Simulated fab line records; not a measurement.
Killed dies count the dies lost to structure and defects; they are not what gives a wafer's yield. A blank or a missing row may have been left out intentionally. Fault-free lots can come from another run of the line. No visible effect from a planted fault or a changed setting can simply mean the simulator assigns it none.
Chamber matching    flow nand_harc    NHARC_A_M0_DEP_32 on pecvd-04 has 3 sister chambers
The step deposits SiCN, target thk 30 nm. 16 wafers are shown with their chamber, then 8 later ones without.

WAFERS, EACH WITH ITS CHAMBER
wafer   chamber  heater_power_w (W)
L637.2  0        605
L637.5  2        627
L637.6  1        640
L636.1  1        644
L636.4  2        714
L636.5  0        523
L639.2  0        494
L639.4  0        508
L639.5  2        625
L641.2  0        555
L641.3  2        614
L641.6  2        605
L648.1  0        530
L648.2  1        618
L648.4  2        567
L650.1  2        674

SIGNATURES (means of the wafers above)
reading         chamber 0  chamber 1  chamber 2  scatter within a chamber
heater_power_w  535.83     634.00     632.29     41.2
Rule: a wafer lies at a distance from a chamber equal to the root of the sum of squares, over the readings, of (its reading less the chamber's mean, divided by the reading's scatter). The wafer belongs to the nearest chamber; if the next one is less than 2 further off, it can't be placed. The scatter: the root of (the sum of the squares of (reading less its chamber's mean) over the shown wafers, divided by (wafers less chambers)).

WAFERS WITH NO CHAMBER GIVEN
wafer   heater_power_w (W)
L650.4  496
L650.5  570
L654.1  640
L654.4  638
L654.5  533
L655.1  627
L655.2  688
L655.4  593

EACH ONE'S CHAMBER
wafer    from the rows above            in truth
L650.4   0                              0
L650.5   can't be placed: 0 or 2 or 1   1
L654.1   can't be placed: 1 or 2        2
L654.4   can't be placed: 1 or 2        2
L654.5   0                              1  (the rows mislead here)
L655.1   can't be placed: 2 or 1        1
L655.2   can't be placed: 1 or 2        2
L655.4   can't be placed: 2 or 1 or 0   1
Correct placement for 1 of the 8. These rows do not allow placing 6 (true chamber among the candidates in 6). Number placed wrongly: 1.
